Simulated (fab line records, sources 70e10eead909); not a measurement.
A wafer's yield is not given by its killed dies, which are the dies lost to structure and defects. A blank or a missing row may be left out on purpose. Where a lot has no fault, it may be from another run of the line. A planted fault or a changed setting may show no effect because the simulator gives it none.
A struck lot beside a sound one / flow nand harc / 16 steps out of a route of 1302
Sound: these wafers, L873.2, L873.3, L873.4. Struck: wafer L888.2; the same lot's L888.5 was not struck, so it is left out; see the end for the cause.
For every step that has rows: the tool of each side, followed by ch and its chambers, followed by its first start. Under that, the readings that differ: sound wafers / struck wafers / difference of the means / sigmas: that difference in standard deviations of wafers without a fault.
alike: a reading whose means differ by less than 2 such deviations, as well as words and numbers matching on both sides. not compared: withheld readings; readings where some wafer has no value; bounds like >300 that might hide an equal value; numbers whose values overlap and for which the record gives no deviation.
Wherever a step has rows on one side only, a row that says differs or no value, or a row with sigmas, the two part there. Numbers that don't overlap but have no deviation are shown without sigmas and don't part them. A reading that every wafer of one side lacks parts them only if that side has two wafers or more.

NHARC_A_M0_OVL_MEAS_10: pitch 160 nm.
  sound on overlay-01 at day 23 01:01; struck on overlay-01 at day 28 06:38
reading=overlay x nm (nm); sound=0.8 0.9 1.2; struck=-1.3; difference=-2.3; sigmas=-3
  alike: overlay y nm
NHARC_A_M0_INSPECT_11:
  sound on defect inspect-02 at day 23 01:03; struck on defect inspect-02 at day 28 06:40
reading=raw defect count; sound=15 19 15; struck=104; difference=+88; sigmas=+2
NHARC_A_M0_DESCUM_14: chemistry O2, time 3 s.
  sound on rie diel-08 ch 0,1,2, day 23 01:07; struck on rie diel-08 ch 3, day 28 06:45
reading=rf hours counter h (h); sound=4.2 5.2 4.4; struck=7.8; difference=+3.2; sigmas=
  alike: drypump motor current A, oes product au, rf vpp V, showerhead plenum p Torr, throttle valve pct
NHARC_A_M0_ETCH_34: etches the open film in N2/H2, target depth 40 nm, overetch 12 nm, time 43.94 s.
  sound on rie diel-08 ch 0,1,2, day 23 01:12; struck on rie diel-08 ch 1, day 28 06:49
reading=rf hours counter h (h); sound=5.2 4.4 4.2; struck=6.1; difference=+1.5; sigmas=
  alike: drypump motor current A, oes product au, rf vpp V, showerhead plenum p Torr, throttle valve pct
then, 1 step without rows for these wafers: NHARC_A_M0_ETCH_15 (etches the open film in C4F8/Ar, target depth 150 nm, overetch 15 nm, time 82.5 s).
NHARC_A_M0_CD_MEAS_16:
  sound on cd sem-02 at day 23 01:25; struck on cd sem-02 at day 28 07:02
reading=cd nm (nm); sound=78.4 79.4 78.7; struck=81.7; difference=+2.9; sigmas=+3
NHARC_A_M0_STRIP_18: strips in N2/H2.
  sound on rie diel-07 ch 0,1,2, day 23 01:31; struck on rie diel-05 ch 3, day 28 07:06
reading=drypump motor current A (A); sound=5.6 5.9 6.5; struck=4.8; difference=-1.2; sigmas=-2
reading=rf hours counter h (h); sound=2.0 1.6 1.6; struck=0.8; difference=-0.9; sigmas=
  alike: oes product au, rf vpp V, showerhead plenum p Torr, throttle valve pct
then, 2 steps without rows for these wafers: NHARC_A_M0_STRIP_19 (strips in post etch residue remover, time 600 s); NHARC_A_M0_DEGAS_28 (time 60 s).
NHARC_A_M0_PRE_CLEAN_29: time 30 s.
  sound on pvd sputter-02; struck on pvd sputter-01
  alike: heater power w
NHARC_A_M0_PVD_20: deposits TaN, target thk 5 nm, time 8.06 s.
  sound on pvd sputter-02; struck on pvd sputter-01
  alike: substrate temp c, throttle valve pct
then, 1 step without rows for these wafers: NHARC_A_M0_PVD_21 (deposits Cu, target thk 30 nm, time 20.49 s).
NHARC_A_M0_ECD_22: material Cu, target thk 400 nm.
  sound on ecd cu-02 ch 0,1, day 23 02:27; struck on ecd cu-01 ch 0,1, day 28 08:02
then, 1 step without rows for these wafers: NHARC_A_M0_ANNEAL_30 (time 90 s).
NHARC_A_M0_CMP_23: polishes, t overpolish 20 s, target thk 113.75 nm.
  sound on cmp-02 ch 1,2,3, day 23 03:11; struck on cmp-01 ch 0, day 28 08:49
reading=retaining ring pressure frac; sound=1.003 1.003 1.000; struck=0.989; difference=-0.013; sigmas=-3
reading=time to endpoint s (s); sound=33.5 31.4 32.8; struck=12.9; difference=-19.7; sigmas=-8
  alike: motor current A
NHARC_A_M0_THK_MEAS_24: measures by xrf.
  sound on film metro-02 at day 23 03:29; struck on film metro-01 at day 28 09:04
  alike: thk nm

WHERE THEY PART
Earliest at NHARC_A_M0_OVL_MEAS_10; latest, in this record, at NHARC_A_M0_CMP_23. Later steps at which nothing parts them and some readings are alike: NHARC_A_M0_THK_MEAS_24.

WHY: whatever the simulator had introduced
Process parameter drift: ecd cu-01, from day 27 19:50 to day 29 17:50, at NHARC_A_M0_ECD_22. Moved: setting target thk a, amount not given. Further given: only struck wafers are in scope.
